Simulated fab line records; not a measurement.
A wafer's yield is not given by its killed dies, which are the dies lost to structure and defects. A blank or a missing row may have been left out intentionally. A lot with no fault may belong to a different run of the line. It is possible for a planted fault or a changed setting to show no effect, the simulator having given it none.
Chamber matching	flow nand-harc	NHARC_P_CONTACT_CMP_24 on cmp-03 has 4 sister chambers
The step polishes, t overpolish 30 s, target thk 200 nm. 4 wafers are shown with their chamber, then 9 later ones without.

## WAFERS, EACH WITH ITS CHAMBER
wafer	chamber	motor-current-A (A)
L084.3	2	12.3
L086.1	3	12.9
L086.3	0	11.4
L086.4	1	12.7

## WAFERS MISSING THEIR CHAMBER
wafer	motor-current-A (A)
L090.1	12.0
L090.4	13.4
L090.5	12.4
L088.1	12.3
L088.2	11.7
L088.3	13.6
L094.1	12.7
L094.2	13.0
L094.4	12.4

## WHICH CHAMBER EACH ONE RAN IN
wafer	from the rows above	in truth
L090.1	can't be placed: 2 or 0 or 1 or 3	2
L090.4	can't be placed: 3 or 1 or 2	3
L090.5	can't be placed: 2 or 1 or 3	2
L088.1	can't be placed: 2 or 1 or 3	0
L088.2	can't be placed: 0 or 2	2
L088.3	can't be placed: 3 or 1 or 2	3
L094.1	can't be placed: 1 or 3 or 2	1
L094.2	can't be placed: 3 or 1 or 2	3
L094.4	can't be placed: 2 or 1 or 3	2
Correctly placed: 0 of 9. Can't be placed from these rows: 9 (the true chamber is among the candidates in 8). Number placed wrongly: 0.
How it was worked out, from the rows above alone: a wafer's distance from a chamber is the root of the sum, over the readings, of the square of ((its reading less the chamber's mean) divided by the reading's scatter). If the next closest chamber is less than 2 further off than the closest, the wafer can't be placed; otherwise it belongs to the closest. The mean given for a chamber averages the wafers shown for that chamber. The scatter (one wafer shown for each chamber): square how far every hidden wafer sits from the nearest shown wafer, average those squares and take the square root.
